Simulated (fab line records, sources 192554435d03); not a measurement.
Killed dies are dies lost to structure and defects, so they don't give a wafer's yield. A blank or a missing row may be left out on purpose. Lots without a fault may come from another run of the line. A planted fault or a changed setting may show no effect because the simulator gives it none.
fab line records | flow n5_finfet
record lots=24 wafers=72 last_day=17
route steps=1938 shown SD_EPI_N@279 SD_ACTIVATION@330 SDB@357
lots that met no fault: from a run of the same line without faults
start_h: hours from the record's first day to the start of the lot's first wafer shown | wait_h: hours since the lot's step before | " the same as in the row above | L1.1+2: a row that stands for several wafers | - no value, or no start given | * or withheld: withheld | < > ~ a bound
route shown NAME@n: a module of which the file shows steps, and the number in the route of the first | usual: mean/standard deviation of fault-free wafers | same: alike in all rows | chamber/n: place in a boat | sites: the reading at each site | _std_site: their standard deviation | _edge_site: outer sites' mean less inner sites' | radius_mm: how far each site lies from the wafer's centre | mask NAME#n: copy n | behind: the tool/chamber that last shaped the wafer | hold: why the lot was held/for how many hours/how that ended | device: the transistor (n, p or np) that didn't switch | end of line: the same wafers' tests at the end of the route | a step without rows: its recipe alone | killed: dies lost to structure and defects at the first sort, not the wafer's yield | map: a wafer's dies, x killed, . not, _ none there
set.NAME: the setting as run; set.NAME@STEP: as run at that earlier step | model.NAME: the simulator's own value behind a step, which no gauge read
steps of the route over a sample of lots; a table a step, a row a wafer
services: from which hour (start_h, from the record's first day; less than 0 if before it) a tool's chamber was out of use, for how many hours, and why
## steps
# step N5_SD_EPI_N_ETCH_16
# recipe chemistry=CHF3/O2 target=SiO2 target_depth_a=50 mask_material=SOC pressure_mtorr=30 source_w=650 bias_w=170 Ar_flow_sccm=200 CHF3_flow_sccm=50 O2_flow_sccm=5 ion_energy_ev=200
# usual drypump_motor_current_A=5.5/0.51 mfc_ar_sccm=199.9/0.57 oes_product_au=0.79/0.084 rf_vpp_V=517/8.2 showerhead_plenum_p_Torr=2.40/0.09 throttle_valve_pct=18.95/0.22
# columns lot.wafer tool chamber start_h wait_h drypump_motor_current_A mfc_ar_sccm oes_product_au rf_hours_counter_h rf_vpp_V showerhead_plenum_p_Torr throttle_valve_pct
L074.1 rie_diel-06 1 50.03 0.1 5.6 200.4 0.78 147 536 2.42 19.19
L074.4 " 3 " " 4.8 199.0 0.70 222 512 2.30 19.19
L074.6 " 3 " " 4.9 199.4 0.71 - 512 2.30 19.21
L075.1 rie_diel-06 1 58.92 0.1 5.6 199.6 0.77 149 538 2.42 19.21
L075.4 " 3 " " 4.8 199.9 0.69 225 512 2.30 19.19
L075.6 " 3 " " 4.9 200.3 0.70 - 511 2.30 19.20
L076.2 rie_diel-06 3 62.34 0.1 4.9 199.4 0.70 226 511 2.30 19.20
L076.3 " 2 " " 5.3 199.3 0.76 139 510 2.40 18.96
L076.4 " 0 " " 4.8 200.2 0.79 113 505 2.34 18.89
L077.2 rie_diel-05 3 67.94 0.1 6.4 200.2 0.69 209 508 2.29 18.89
L077.3 " 0 " " 5.9 200.0 0.81 82 523 2.55 19.19
L077.5 " 0 " " 5.9 199.7 0.81 - 523 2.55 19.19
L078.1 rie_diel-04 3 73.14 0.1 5.1 200.1 0.81 90 524 2.44 19.04
L078.2 " 1 " " 5.8 200.1 0.77 142 524 2.30 18.67
L078.3 " 2 " " 6.3 199.1 0.91 24 515 2.38 19.09
L079.3 rie_diel-05 1 78.79 0.1 5.1 200.2 0.99 0 515 2.38 18.74
L079.4 " 0 " " 5.9 199.6 0.80 - 522 2.55 19.20
L079.5 " 1 " " 5.1 200.5 0.99 - 516 2.38 18.74
L080.2 rie_diel-06 2 85.46 0.1 5.3 199.1 0.77 147 508 2.40 18.99
L080.3 " 0 " " 4.8 199.1 0.79 121 503 2.34 18.91
L080.6 " 3 " " 4.8 199.6 0.70 - 512 2.30 19.21
L081.2 rie_diel-05 0 90.36 0.1 5.9 200.3 0.81 93 524 2.55 19.20
L081.3 " 2 " " 5.4 200.0 0.92 18 522 2.54 18.54
L081.4 " 2 " " 5.4 199.9 0.92 - 521 2.54 18.53
L082.1 rie_diel-04 0 98.25 0.1 5.8 200.1 0.70 188 522 2.50 18.89
L082.4 " 3 " " 5.1 199.4 0.78 100 522 2.44 19.06
L082.5 " 1 " " 5.8 198.9 0.77 - 526 2.30 18.68
L083.1 rie_diel-05 3 103.60 0.1 6.4 199.8 0.69 210 506 2.29 18.90
L083.5 " 1 " " 5.1 199.5 0.94 - 516 2.38 18.75
L083.6 " 2 " " 5.4 200.0 0.91 - 522 2.53 18.55
L084.1 rie_diel-04 1 111.90 0.1 5.8 199.3 0.76 157 525 2.30 18.67
L084.2 " 3 " " 5.1 200.8 0.80 105 522 2.44 19.07
L084.4 " 2 " " 6.3 200.0 0.90 35 513 2.37 19.10
L085.3 rie_diel-04 3 118.39 0.1 5.1 198.9 0.78 107 522 2.44 19.06
L085.4 " 0 " " 5.7 199.9 0.70 195 523 2.49 18.92
L085.5 " 1 " " 5.8 201.2 0.76 - 526 2.30 18.67
L086.1 rie_diel-06 1 123.95 0.1 5.6 199.4 0.75 172 537 2.41 19.24
L086.2 " 0 " " 4.8 199.8 0.77 134 504 2.34 18.93
L086.4 " 3 " " 4.8 200.1 0.69 247 511 2.29 19.24
L087.2 rie_diel-05 3 129.58 0.1 6.4 200.4 0.70 217 507 2.29 18.90
L087.4 " 0 " " 5.9 199.7 0.78 105 524 2.54 19.24
L087.5 " 1 " " 5.1 200.3 0.92 - 515 2.37 18.79
L088.3 rie_diel-06 3 135.78 0.1 4.9 199.8 0.68 253 511 2.29 19.25
L088.4 " 3 " " 4.8 199.2 0.68 - 511 2.29 19.26
L088.5 " 0 " " 4.8 199.3 0.76 - 503 2.34 18.93
L089.1 rie_diel-06 3 140.17 0.1 4.9 199.7 0.68 254 511 2.29 19.25
L089.2 " 2 " " 5.3 199.9 0.74 168 508 2.39 19.03
L089.6 " 3 " " 4.8 199.0 0.68 - 512 2.29 19.26
L090.1 rie_diel-05 1 147.47 0.1 5.1 200.9 0.90 27 514 2.37 18.77
L090.4 " 2 " " 5.4 199.2 0.89 38 523 2.53 18.55
L090.5 " 3 " " 6.4 200.5 0.69 - 506 2.28 18.91
L091.3 rie_diel-05 0 150.17 0.1 5.9 200.0 0.77 112 522 2.54 19.24
L091.4 " 2 " " 5.4 199.8 0.88 39 522 2.53 18.56
L091.5 " 2 " " 5.4 200.1 0.88 - 522 2.53 18.56
L092.1 rie_diel-04 1 161.23 0.1 5.8 199.2 0.75 174 523 2.29 18.69
L092.2 " 2 " " 6.3 199.5 0.86 53 513 2.37 19.14
L092.5 " 1 " " 5.8 199.8 0.75 - 525 2.29 18.68
L093.3 rie_diel-05 3 169.61 0.1 6.4 201.1 0.67 231 505 2.28 18.93
L093.4 " 0 " " 5.9 200.0 0.77 118 522 2.54 19.25
L093.6 " 2 " " 5.4 200.5 0.86 - 523 2.53 18.57
L094.1 rie_diel-04 3 170.17 0.1 5.1 199.0 0.77 123 523 2.43 19.07
L094.4 " 2 " " 6.3 200.3 0.87 54 513 2.37 19.14
L094.5 " 2 " " 6.3 200.7 0.86 - 513 2.37 19.14
L095.1 rie_diel-05 0 176.53 0.1 5.9 201.1 0.77 121 522 2.54 19.24
L095.4 " 3 " " 6.4 199.7 0.68 233 505 2.28 18.95
L095.6 " 1 " " 5.1 200.2 0.88 - 515 2.37 18.79
L096.3 rie_diel-04 0 180.65 0.1 5.7 200.1 0.68 215 522 2.49 18.96
L096.5 " 0 " " 5.7 199.2 0.69 - 522 2.49 18.95
L096.6 " 1 " " 5.9 199.6 0.74 - 525 2.29 18.71
L097.1 rie_diel-04 1 190.53 0.1 5.8 199.8 0.74 182 523 2.29 18.70
L097.2 " 2 " " 6.3 198.9 0.86 60 513 2.36 19.15
L097.5 " 0 " " 5.8 200.6 0.68 - 523 2.49 18.95
# step N5_SD_EPI_N_VAPOR_ETCH_50
# recipe chemistry=HCl target=Si temp_c=775 time_s=54 pressure_torr=20 mode=isotropic
# usual throttle_valve_pct=11.4/0.35
# columns lot.wafer tool chamber start_h wait_h throttle_valve_pct
L074.1 epi_rpcvd-01 0 50.90 0.3 11.5
L074.4 " 0 " " 11.5
L074.6 " 0 " " 11.7
L075.1 epi_rpcvd-02 0 59.80 0.3 11.3
L075.4 " 0 " " 11.1
L075.6 " 0 " " 11.2
L076.2 epi_rpcvd-01 0 63.25 0.3 11.6
L076.3 " 0 " " 11.5
L076.4 " 0 " " 11.6
L077.2 epi_rpcvd-02 0 68.85 0.3 11.1
L077.3 " 0 " " 11.2
L077.5 " 0 " " 10.9
L078.1 epi_rpcvd-02 0 74.02 0.3 11.2
L078.2 " 0 " " 10.9
L078.3 " 0 " " 11.0
L079.3 epi_rpcvd-01 0 79.98 0.2 12.0
L079.4 " 0 " " 11.6
L079.5 " 0 " " 11.6
L080.2 epi_rpcvd-01 0 86.37 0.3 11.6
L080.3 " 0 " " 11.8
L080.6 " 0 " " 11.7
L081.2 epi_rpcvd-01 0 91.27 0.3 11.9
L081.3 " 0 " " 11.7
L081.4 " 0 " " 11.4
L082.1 epi_rpcvd-02 0 99.25 0.4 10.9
L082.4 " 0 " " 11.0
L082.5 " 0 " " 11.1
L083.1 epi_rpcvd-02 0 104.61 0.4 11.2
L083.5 " 0 " " 11.1
L083.6 " 0 " " 11.0
L084.1 epi_rpcvd-02 0 113.13 0.4 10.9
L084.2 " 0 " " 11.1
L084.4 " 0 " " 11.2
L085.3 epi_rpcvd-02 0 119.90 0.6 11.3
L085.4 " 0 " " 11.2
L085.5 " 0 " " 11.5
L086.1 epi_rpcvd-03 0 124.83 0.3 12.0
L086.2 " 0 " " 11.6
L086.4 " 0 " " 11.9
L087.2 epi_rpcvd-02 0 131.02 0.6 10.9
L087.4 " 0 " " 11.3
L087.5 " 0 " " 11.4
L088.3 epi_rpcvd-01 0 136.71 0.2 11.5
L088.4 " 0 " " 11.6
L088.5 " 0 " " 11.3
L089.1 epi_rpcvd-02 0 141.32 0.5 11.1
L089.2 " 0 " " 10.8
L089.6 " 0 " " 11.0
L090.1 epi_rpcvd-02 0 148.84 0.7 11.1
L090.4 " 0 " " 11.2
L090.5 " 0 " " 10.9
L091.3 epi_rpcvd-01 0 151.28 0.3 11.6
L091.4 " 0 " " 11.9
L091.5 " 0 " " 11.6
L092.1 epi_rpcvd-03 0 162.13 0.3 12.0
L092.2 " 0 " " 11.8
L092.5 " 0 " " 12.0
L093.3 epi_rpcvd-02 0 170.88 0.4 11.0
L093.4 " 0 " " 11.1
L093.6 " 0 " " 11.1
L094.1 epi_rpcvd-03 0 171.41 0.3 12.0
L094.4 " 0 " " 11.9
L094.5 " 0 " " 11.9
L095.1 epi_rpcvd-03 0 177.44 0.3 12.0
L095.4 " 0 " " 12.1
L095.6 " 0 " " 11.9
L096.3 epi_rpcvd-02 0 181.94 0.4 11.1
L096.5 " 0 " " 10.9
L096.6 " 0 " " 10.9
L097.1 epi_rpcvd-03 0 191.41 0.3 11.8
L097.2 " 0 " " 12.0
L097.5 " 0 " " 11.8
# step N5_SD_ACTIVATION_RTA_00
# recipe temp_c=975 time_s=0 ambient=N2 idle_temp_c=600 ramp_up_c_per_s=150 ramp_down_c_per_s=60 cool_to_c=600
# usual lamp_power_pct=8.96/0.054 lamp_zone_5_pct=8.950/0.025 wafer_temp_C_max=974.7/2
# columns lot.wafer tool chamber start_h wait_h lamp_power_pct lamp_zone_5_pct wafer_temp_C_max
L074.1 rtp_anneal-01 0 57.69 0.0 8.87 8.929 975.1
L074.4 " 0 " " 8.94 8.947 977.6
L074.6 " 0 " " 8.88 8.917 973.6
L075.1 rtp_anneal-01 0 66.57 0.0 9.01 8.990 974.8
L075.4 " 0 " " 8.94 8.928 976.4
L075.6 " 0 " " 8.99 8.943 975.1
L076.2 rtp_anneal-02 0 70.60 0.2 8.91 9.042 974.9
L076.3 " 0 " " 9.05 8.960 970.3
L076.4 " 0 " " 8.92 8.946 977.1
L077.2 rtp_anneal-01 0 75.76 0.2 8.98 8.984 972.9
L077.3 " 0 " " 8.99 8.953 973.7
L077.5 " 0 " " 8.98 8.973 978.2
L078.1 rtp_anneal-01 0 81.14 0.2 8.93 8.950 974.6
L078.2 " 0 " " 8.95 8.951 974.1
L078.3 " 0 " " 8.92 8.983 973.3
L079.3 rtp_anneal-02 0 88.23 0.2 8.94 8.987 977.9
L079.4 " 0 " " 8.95 8.970 972.1
L079.5 " 0 " " 8.99 8.945 973.0
L080.2 rtp_anneal-01 0 93.07 0.1 9.01 8.944 976.3
L080.3 " 0 " " 8.90 8.990 974.5
L080.6 " 0 " " 8.97 8.948 975.6
L081.2 rtp_anneal-02 0 99.73 0.1 8.90 8.945 972.5
L081.3 " 0 " " 8.88 8.946 974.5
L081.4 " 0 " " 8.86 8.938 973.7
L082.1 rtp_anneal-01 0 106.57 0.0 8.96 8.970 975.1
L082.4 " 0 " " 8.89 8.961 974.9
L082.5 " 0 " " 8.99 8.961 973.5
L083.1 rtp_anneal-02 0 112.09 0.0 8.94 8.963 972.9
L083.5 " 0 " " 8.96 8.948 974.5
L083.6 " 0 " " 9.00 8.925 974.8
L084.1 rtp_anneal-02 0 120.51 0.0 8.87 8.985 974.1
L084.2 " 0 " " 9.00 8.932 974.5
L084.4 " 0 " " 8.96 8.959 974.0
L085.3 rtp_anneal-02 0 129.09 0.1 9.03 8.929 974.0
L085.4 " 0 " " 8.95 8.900 978.7
L085.5 " 0 " " 8.93 8.900 978.5
L086.1 rtp_anneal-02 0 132.35 0.0 8.90 8.953 979.2
L086.2 " 0 " " 8.89 8.918 974.7
L086.4 " 0 " " 9.07 8.929 974.2
L087.2 rtp_anneal-01 0 142.74 0.1 8.91 8.951 974.2
L087.4 " 0 " " 9.02 8.958 971.3
L087.5 " 0 " " 8.95 8.965 972.1
L088.3 rtp_anneal-02 0 144.28 0.1 9.00 8.946 973.7
L088.4 " 0 " " 9.04 8.971 978.4
L088.5 " 0 " " 8.96 8.950 973.9
L089.1 rtp_anneal-02 0 150.63 0.0 8.82 9.017 975.0
L089.2 " 0 " " 8.92 8.942 972.6
L089.6 " 0 " " 8.98 8.937 971.7
L090.1 rtp_anneal-02 0 158.02 0.0 9.00 8.932 977.3
L090.4 " 0 " " 9.02 8.994 975.1
L090.5 " 0 " " 9.02 8.928 973.3
L091.3 rtp_anneal-02 0 160.90 0.1 8.91 8.956 974.1
L091.4 " 0 " " 8.94 8.906 972.4
L091.5 " 0 " " 8.95 8.973 972.3
L092.1 rtp_anneal-02 0 169.56 0.0 8.96 8.936 975.2
L092.2 " 0 " " 8.91 8.935 975.8
L092.5 " 0 " " 8.92 8.957 977.7
L093.3 rtp_anneal-01 0 179.25 0.2 8.90 8.965 973.3
L093.4 " 0 " " 8.98 8.992 976.5
L093.6 " 0 " " 8.91 9.005 975.5
L094.1 rtp_anneal-01 0 180.92 0.1 9.03 8.961 978.1
L094.4 " 0 " " 8.87 8.956 975.6
L094.5 " 0 " " 9.02 8.956 975.2
L095.1 rtp_anneal-01 0 184.55 0.0 8.98 8.962 973.4
L095.4 " 0 " " 8.85 8.959 973.7
L095.6 " 0 " " 8.95 8.944 971.7
L096.3 rtp_anneal-01 0 194.03 0.1 9.01 8.983 974.3
L096.5 " 0 " " 8.90 8.980 974.9
L096.6 " 0 " " 8.90 8.957 973.6
L097.1 rtp_anneal-02 0 198.96 0.0 8.91 8.954 972.4
L097.2 " 0 " " 8.98 8.914 976.9
L097.5 " 0 " " 9.01 8.944 976.4
# step N5_SDB_OVL_MEAS_12
# recipe points_per_wafer=44
# usual SDB_OVL=0.1/0.65
# columns lot.wafer tool chamber start_h wait_h SDB_OVL[nm]
L074.1 overlay-01 0 65.08 0.0 0.2
L074.4 " 0 " " 0.0
L074.6 " 0 " " 0.8
L075.1 overlay-01 0 74.40 0.0 0.6
L075.4 " 0 " " 0.6
L075.6 " 0 " " 0.8
L076.2 overlay-01 0 78.07 0.0 0.5
L076.3 " 0 " " 0.7
L076.4 " 0 " " 0.8
L077.2 overlay-01 0 83.13 0.0 -0.1
L077.3 " 0 " " 0.5
L077.5 " 0 " " 0.7
L078.1 overlay-02 0 89.36 0.0 1.0
L078.2 " 0 " " 1.3
L078.3 " 0 " " 0.0
L079.3 overlay-01 0 95.70 0.0 -0.4
L079.4 " 0 " " 0.6
L079.5 " 0 " " -0.1
L080.2 overlay-01 0 102.07 0.0 -0.2
L080.3 " 0 " " 0.4
L080.6 " 0 " " 0.1
L081.2 overlay-02 0 107.32 0.0 0.4
L081.3 " 0 " " 0.2
L081.4 " 0 " " -0.3
L082.1 overlay-01 0 114.56 0.0 0.6
L082.4 " 0 " " 0.3
L082.5 " 0 " " 0.4
L083.1 overlay-02 0 120.30 0.0 0.1
L083.5 " 0 " " 0.9
L083.6 " 0 " " -0.2
L084.1 overlay-01 0 128.02 0.0 -0.3
L084.2 " 0 " " -0.3
L084.4 " 0 " " 0.0
L085.3 overlay-02 0 136.71 0.0 -0.4
L085.4 " 0 " " -0.5
L085.5 " 0 " " -0.2
L086.1 overlay-01 0 139.92 0.0 1.1
L086.2 " 0 " " -1.3
L086.4 " 0 " " -0.1
L087.2 overlay-02 0 150.45 0.0 0.7
L087.4 " 0 " " 1.3
L087.5 " 0 " " 0.7
L088.3 overlay-01 0 152.08 0.0 0.5
L088.4 " 0 " " 0.7
L088.5 " 0 " " 0.1
L089.1 overlay-02 0 158.01 0.0 0.6
L089.2 " 0 " " -0.1
L089.6 " 0 " " -0.4
L090.1 overlay-01 0 165.40 0.0 -0.7
L090.4 " 0 " " 0.9
L090.5 " 0 " " 0.0
L091.3 overlay-02 0 168.38 0.0 -1.4
L091.4 " 0 " " -0.3
L091.5 " 0 " " -1.5
L092.1 overlay-02 0 177.33 0.0 -1.0
L092.2 " 0 " " -0.6
L092.5 " 0 " " 0.6
L093.3 overlay-02 0 187.06 0.0 1.2
L093.4 " 0 " " 0.5
L093.6 " 0 " " 0.3
L094.1 overlay-01 0 189.11 0.0 0.4
L094.4 " 0 " " -0.3
L094.5 " 0 " " 1.2
L095.1 overlay-02 0 192.72 0.0 -0.4
L095.4 " 0 " " -0.4
L095.6 " 0 " " 0.5
L096.3 overlay-01 0 201.68 0.0 0.4
L096.5 " 0 " " -0.6
L096.6 " 0 " " 0.1
L097.1 overlay-02 0 206.97 0.0 0.2
L097.2 " 0 " " 0.4
L097.5 " 0 " " -1.4
# step N5_SDB_ETCH_17
# recipe chemistry=CF4 target=SiARC target_depth_a=234 mask_material=CAR-ArF time_s=39 ion_energy_ev=80 pressure_mtorr=40 source_w=545 bias_w=36 Ar_flow_sccm=100 cf4_flow_sccm=100 ends=cleared
# usual cf4_flow_sccm=100.0/0.32 drypump_motor_current_A=5.5/0.48 etch_rf_on_time_s=38.9/1 mfc_ar_sccm=100.0/0.32 oes_product_au=0.68/0.072 rf_vpp_V=184.1/1.3 showerhead_plenum_p_Torr=2.14/0.077 throttle_valve_pct=15.64/0.2
# columns lot.wafer tool chamber start_h wait_h cf4_flow_sccm drypump_motor_current_A etch_rf_on_time_s mfc_ar_sccm oes_product_au rf_hours_counter_h rf_vpp_V showerhead_plenum_p_Torr throttle_valve_pct
L074.1 rie_diel-04 0 65.19 0.0 100.2 5.7 40.3 100.1 0.60 174 183.1 2.21 15.58
L074.4 " 0 " " 100.3 5.7 40.4 99.8 0.61 - 183.2 2.21 15.55
L074.6 " 0 " " 100.1 5.7 40.3 100.2 0.61 - 186.3 2.21 15.56
L075.1 rie_diel-04 1 74.49 0.0 100.4 5.9 39.6 99.7 0.66 142 183.2 2.05 15.40
L075.4 " 2 " " 100.0 6.3 38.3 99.9 0.78 24 183.8 2.11 15.69
L075.6 " 2 " " 99.9 6.3 38.1 100.0 0.78 - 183.8 2.11 15.70
L076.2 rie_diel-06 1 78.18 0.0 100.3 5.6 38.3 99.8 0.65 156 184.4 2.15 15.91
L076.3 " 2 " " 99.9 5.3 38.5 100.5 0.66 145 184.7 2.13 15.69
L076.4 " 0 " " 99.5 4.8 39.0 99.8 0.68 119 183.9 2.07 15.56
L077.2 rie_diel-06 2 83.22 0.0 99.5 5.3 38.3 99.7 0.66 146 184.2 2.13 15.70
L077.3 " 1 " " 100.0 5.6 38.2 99.9 0.65 157 184.1 2.15 15.91
L077.5 " 2 " " 100.1 5.3 38.4 99.6 0.66 - 184.6 2.13 15.72
L078.1 rie_diel-05 0 89.45 0.0 100.5 5.8 37.7 99.9 0.68 92 186.1 2.27 15.87
L078.2 " 1 " " 100.1 5.1 38.6 99.8 0.83 5 184.4 2.12 15.42
L078.3 " 2 " " 100.6 5.4 40.1 100.0 0.79 18 186.5 2.25 15.24
L079.3 rie_diel-06 1 95.79 0.0 99.9 5.6 37.7 100.0 0.65 162 184.0 2.14 15.90
L079.4 " 2 " " 99.7 5.3 37.8 100.6 0.66 150 184.1 2.13 15.71
L079.5 " 2 " " 100.0 5.3 37.7 100.4 0.66 - 184.6 2.13 15.72
L080.2 rie_diel-04 0 102.29 0.0 99.8 5.7 40.5 99.8 0.59 189 183.6 2.21 15.58
L080.3 " 2 " " 100.3 6.3 37.6 100.8 0.77 32 184.0 2.10 15.71
L080.6 " 0 " " 99.8 5.7 40.3 100.1 0.60 - 183.8 2.21 15.58
L081.2 rie_diel-04 3 107.61 0.0 99.7 5.1 37.9 100.4 0.68 103 184.4 2.16 15.70
L081.3 " 1 " " 100.0 5.9 38.6 100.3 0.66 155 183.1 2.04 15.42
L081.4 " 0 " " 100.1 5.7 39.9 100.0 0.60 191 184.1 2.21 15.60
L082.1 rie_diel-05 0 114.65 0.0 99.7 5.9 38.3 100.1 0.67 101 185.6 2.26 15.89
L082.4 " 2 " " 100.1 5.3 40.5 99.9 0.76 28 187.1 2.25 15.28
L082.5 " 1 " " 99.6 5.1 39.3 100.5 0.79 - 183.3 2.11 15.43
L083.1 rie_diel-04 1 120.68 0.0 99.5 5.8 39.7 99.6 0.64 161 183.5 2.04 15.44
L083.5 " 0 " " 100.2 5.7 41.2 100.1 0.59 - 185.6 2.21 15.60
L083.6 " 3 " " 99.7 5.1 38.5 99.3 0.67 - 183.7 2.16 15.72
L084.1 rie_diel-05 1 128.11 0.0 99.6 5.1 38.9 100.0 0.78 19 183.9 2.11 15.43
L084.2 " 3 " " 100.0 6.4 40.4 100.7 0.58 217 183.9 2.04 15.71
L084.4 " 0 " " 99.7 5.8 38.0 99.9 0.67 104 184.8 2.26 15.90
L085.3 rie_diel-05 2 136.80 0.0 100.2 5.4 40.7 100.0 0.75 34 186.3 2.25 15.28
L085.4 " 3 " " 100.1 6.4 40.0 99.7 0.59 220 182.6 2.04 15.73
L085.5 " 2 " " 100.3 5.4 40.3 99.9 0.75 - 186.5 2.25 15.28
L086.1 rie_diel-05 2 140.46 0.0 99.7 5.4 40.5 100.1 0.75 36 187.2 2.25 15.28
L086.2 " 1 " " 100.0 5.1 39.3 99.9 0.77 24 182.4 2.11 15.44
L086.4 " 3 " " 100.0 6.4 40.0 100.3 0.59 221 182.8 2.04 15.74
L087.2 rie_diel-05 0 150.55 0.0 100.1 5.8 37.9 100.3 0.67 112 184.9 2.26 15.94
L087.4 " 1 " " 100.0 5.1 39.5 100.1 0.77 28 184.8 2.11 15.45
L087.5 " 1 " " 100.2 5.1 39.8 99.9 0.77 - 183.2 2.11 15.47
L088.3 rie_diel-04 1 152.17 0.0 100.3 5.8 39.6 99.7 0.63 172 182.3 2.04 15.46
L088.4 " 2 " " 100.0 6.3 37.8 99.9 0.74 51 184.0 2.10 15.72
L088.5 " 0 " " 100.1 5.8 40.4 99.6 0.58 - 183.6 2.20 15.62
L089.1 rie_diel-04 2 158.37 0.0 100.4 6.3 37.8 99.7 0.74 52 183.1 2.10 15.74
L089.2 " 0 " " 100.4 5.7 40.5 99.8 0.58 209 185.5 2.20 15.62
L089.6 " 1 " " 100.1 5.9 39.2 100.6 0.64 - 182.7 2.04 15.46
L090.1 rie_diel-05 1 165.49 0.0 100.0 5.1 39.7 100.0 0.76 33 182.4 2.11 15.46
L090.4 " 0 " " 100.7 5.9 37.7 100.1 0.67 116 184.5 2.26 15.93
L090.5 " 2 " " 100.1 5.4 40.1 99.9 0.74 - 185.0 2.25 15.30
L091.3 rie_diel-06 0 168.47 0.0 99.8 4.8 38.6 99.9 0.65 154 183.2 2.06 15.63
L091.4 " 2 " " 100.2 5.3 37.8 100.2 0.64 - 183.9 2.12 15.77
L091.5 " 1 " " 100.2 5.6 37.8 100.1 0.65 - 182.6 2.14 15.95
L092.1 rie_diel-06 2 177.42 0.0 100.2 5.3 38.0 100.3 0.63 184 182.9 2.12 15.78
L092.2 " 1 " " 99.9 5.6 37.6 99.6 0.64 187 184.8 2.14 15.97
L092.5 " 0 " " 100.3 4.8 38.8 100.4 0.65 - 183.0 2.06 15.64
L093.3 rie_diel-06 0 187.16 0.0 100.5 4.8 38.6 99.7 0.65 160 182.2 2.06 15.65
L093.4 " 2 " " 99.9 5.3 37.9 100.4 0.63 188 183.6 2.12 15.79
L093.6 " 1 " " 100.1 5.6 37.6 100.1 0.64 - 183.6 2.13 15.96
L094.1 rie_diel-04 2 189.20 0.0 99.5 6.3 37.8 100.5 0.73 59 183.4 2.09 15.75
L094.4 " 0 " " 100.8 5.8 40.4 99.6 0.58 218 184.2 2.20 15.64
L094.5 " 2 " " 99.8 6.3 37.9 100.7 0.73 - 181.8 2.09 15.77
L095.1 rie_diel-04 2 193.25 0.0 100.1 6.3 38.4 99.6 0.72 60 184.1 2.09 15.75
L095.4 " 0 " " 100.5 5.7 40.6 99.7 0.58 219 185.8 2.20 15.66
L095.6 " 0 " " 99.9 5.7 40.5 100.0 0.59 - 184.5 2.20 15.65
L096.3 rie_diel-06 0 201.98 0.0 99.9 4.8 39.0 100.0 0.64 165 181.7 2.06 15.65
L096.5 " 2 " " 99.7 5.3 38.6 99.9 0.62 - 183.4 2.12 15.81
L096.6 " 1 " " 99.7 5.6 38.0 99.9 0.62 - 184.6 2.13 15.98
L097.1 rie_diel-06 3 207.06 0.0 100.5 4.9 37.6 100.0 0.83 11 185.6 2.28 15.45
L097.2 " 0 " " 99.5 4.8 39.2 100.1 0.63 167 182.6 2.06 15.66
L097.5 " 0 " " 99.6 4.8 39.2 100.0 0.63 - 183.6 2.06 15.65
# step N5_SDB_THK_MEAS_31
# recipe reads=a-Si_of_DUMMY_GATE_CVD_03
# usual SDB_THK=63.8/1.1
# columns lot.wafer tool chamber start_h wait_h SDB_THK[nm]
L074.1 film_metro-02 - 69.57 - 64.9
L074.4 " - " " 64.2
L074.6 " - " " 66.1
L075.1 film_metro-02 - 78.94 - 64.2
L075.4 " - " " 64.5
L075.6 " - " " 64.9
L076.2 film_metro-01 - 82.08 - 64.3
L076.3 " - " " 61.2
L076.4 " - " " 63.6
L077.2 film_metro-01 - 87.11 - 62.8
L077.3 " - " " 61.7
L077.5 " - " " 62.6
L078.1 film_metro-01 - 93.24 - 63.4
L078.2 " - " " 64.2
L078.3 " - " " 64.0
L079.3 film_metro-01 - 99.63 - 64.7
L079.4 " - " " 64.4
L079.5 " - " " 65.2
L080.2 film_metro-01 - 106.29 - 64.0
L080.3 " - " " 64.0
L080.6 " - " " 62.9
L081.2 film_metro-02 - 111.42 - 65.0
L081.3 " - " " 63.8
L081.4 " - " " 62.6
L082.1 film_metro-01 - 118.60 - 65.3
L082.4 " - " " 65.1
L082.5 " - " " 63.7
L083.1 film_metro-01 - 124.76 - 63.9
L083.5 " - " " 64.6
L083.6 " - " " 62.1
L084.1 film_metro-02 - 131.94 - 63.9
L084.2 " - " " 62.7
L084.4 " - " " 63.2
L085.3 film_metro-02 - 140.60 - 65.4
L085.4 " - " " 63.4
L085.5 " - " " 65.1
L086.1 film_metro-02 - 144.25 - 64.6
L086.2 " - " " 63.7
L086.4 " - " " 64.4
L087.2 film_metro-02 - 154.34 - 62.2
L087.4 " - " " 62.8
L087.5 " - " " 62.1
L088.3 film_metro-02 - 155.96 - 61.0
L088.4 " - " " 62.2
L088.5 " - " " 62.9
L089.1 film_metro-01 - 162.19 - 63.7
L089.2 " - " " 62.0
L089.6 " - " " 63.4
L090.1 film_metro-01 - 169.37 - 65.5
L090.4 " - " " 65.6
L090.5 " - " " 63.8
L091.3 film_metro-01 - 172.53 - 62.8
L091.4 " - " " 61.7
L091.5 " - " " 63.0
L092.1 film_metro-01 - 181.35 - 64.5
L092.2 " - " " 61.4
L092.5 " - " " 61.6
L093.3 film_metro-02 - 191.97 - 64.7
L093.4 " - " " 65.1
L093.6 " - " " 64.6
L094.1 film_metro-02 - 194.89 - 64.6
L094.4 " - " " 64.5
L094.5 " - " " 64.8
L095.1 film_metro-02 - 197.03 - 63.9
L095.4 " - " " 64.8
L095.6 " - " " 64.2
L096.3 film_metro-02 - 206.46 - 64.7
L096.5 " - " " 64.0
L096.6 " - " " 64.2
L097.1 film_metro-02 - 210.93 - 64.6
L097.2 " - " " 62.9
L097.5 " - " " 62.5
## services
# columns tool chamber start_h hours kind
epi_rpcvd-03 - 38.29 1.8 repair
rie_diel-05 1 50.04 5.8 repair
rie_diel-05 1 55.90 - clean
rie_diel-05 1 55.90 - consumable_replace:focus_ring
rie_diel-05 1 55.90 22.2 scheduled_down
rie_diel-05 1 55.90 22.2 vent_cycle
rie_diel-05 2 56.85 6.6 repair
rie_diel-04 3 62.88 3.4 repair
rie_diel-04 2 65.04 4.3 repair
rie_diel-05 3 70.68 31.9 repair
epi_rpcvd-02 - 125.46 3.7 repair
rie_diel-06 3 149.23 - clean
rie_diel-06 3 149.23 - consumable_replace:focus_ring
rie_diel-06 3 149.23 - consumable_replace:showerhead
epi_rpcvd-01 - 154.60 2.8 pm
rie_diel-04 - 164.74 4.3 pm
epi_rpcvd-01 - 169.32 14.6 pm
epi_rpcvd-01 - 183.92 6.0 pm
epi_rpcvd-02 - 205.33 0.6 repair
## key
fault none
